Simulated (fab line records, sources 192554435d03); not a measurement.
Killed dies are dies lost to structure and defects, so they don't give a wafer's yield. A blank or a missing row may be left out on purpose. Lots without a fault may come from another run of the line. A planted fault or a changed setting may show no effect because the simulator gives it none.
Problem report in the 8D (eight disciplines) form, filled by code | flow n5_finfet | the parts of the form that need people (team, actions taken, sign-off) are left out

1. THE PROBLEM
spin_speed_rpm at N5_FIN_CUT_COAT_29 reads a mean of 1834.6 rpm on 6 wafers of 2 lots; wafers without a fault read 1500.2 rpm with a standard deviation of 0.96. That is +99 or more standard deviations from the usual mean.
The step: time 60 s, resist thk 10 nm.
First seen on wafer L251.1, day 3 01:49, on litho_track-01. The record holds 27 wafers of 9 lots with a number at this step. Rule for "out", or "out of limits": more than 4 standard deviations from the usual mean. The other wafers with a number count as sound.

2. WHAT IT IS AND WHAT IT IS NOT
question                    | is                     | is not
which readings at this step | spin_speed_rpm         | -
which lots                  | L251, L252             | L256, L261, L265, L267, L268, L269, L270
which wafers of those lots  | all that have a number | -
read on which tools         | litho_track-01         | litho_track-02, litho_track-05
when                        | from day 3 01:49       | up to then (0 sound wafers); but 21 sound wafers of L256, L261, L265, L267, L268, L269, L270 came after

3. SUSPECTS, AND WHAT RULES EACH OUT
Counting: a tool at a process step up to the reading stays a suspect if it ran every lot that is out and no sound lot after the first of them.
- litho_track-01 at N5_FIN_CUT_COAT_29 (time 60 s, resist thk 10 nm): ruled out as a lasting fault. Sound lots L267, L268, L269, L270 ran on it after its first lot that is out, L251 (day 3 01:49).
Left after counting: nothing in the record.

4. THE CAUSE (what the simulator had put in)
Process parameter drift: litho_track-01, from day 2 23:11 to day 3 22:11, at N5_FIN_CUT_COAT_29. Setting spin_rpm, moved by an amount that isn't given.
Counting ruled it out, wrongly.

5. THE CHAIN OF EFFECTS, in route order
Each row: a reading whose mean over the struck wafers that have a number lies more than 3 standard deviations from the usual. Only readings for which the record gives a usual standard deviation are gone through. hours: the time from each lot's start at the first step in this table that gives one to its start at this step, as a median over the lots. sigmas: the change in usual standard deviations.
hours | step               | reading           | usual      | on struck wafers | change | sigmas
0     | N5_FIN_CUT_COAT_29 | spin_speed_rpm    | 1500.2 rpm | 1834.6           | +334.4 | +99 or more
1     | N5_FIN_CUT_ETCH_30 | etch_rf_on_time_s | 10.41 s    | 9.47             | -0.94  | -4.1
The process steps in it:
- N5_FIN_CUT_COAT_29: time 60 s, resist thk 10 nm.
- N5_FIN_CUT_ETCH_30: etches underlayer in N2/H2, target depth 13 nm, time 10.4 s.
Later measuring or inspecting steps at which every struck wafer that the step has a row for has a number for every such reading, and none has moved that far: N5_FIN_CUT_CD_MEAS_08, N5_BEOL_M4_RC_MEAS_101.

6. WHAT WOULD HAVE CAUGHT IT SOONER
In this record the first reading out of limits was taken at day 3 01:49, 3 hours after the fault began at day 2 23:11.
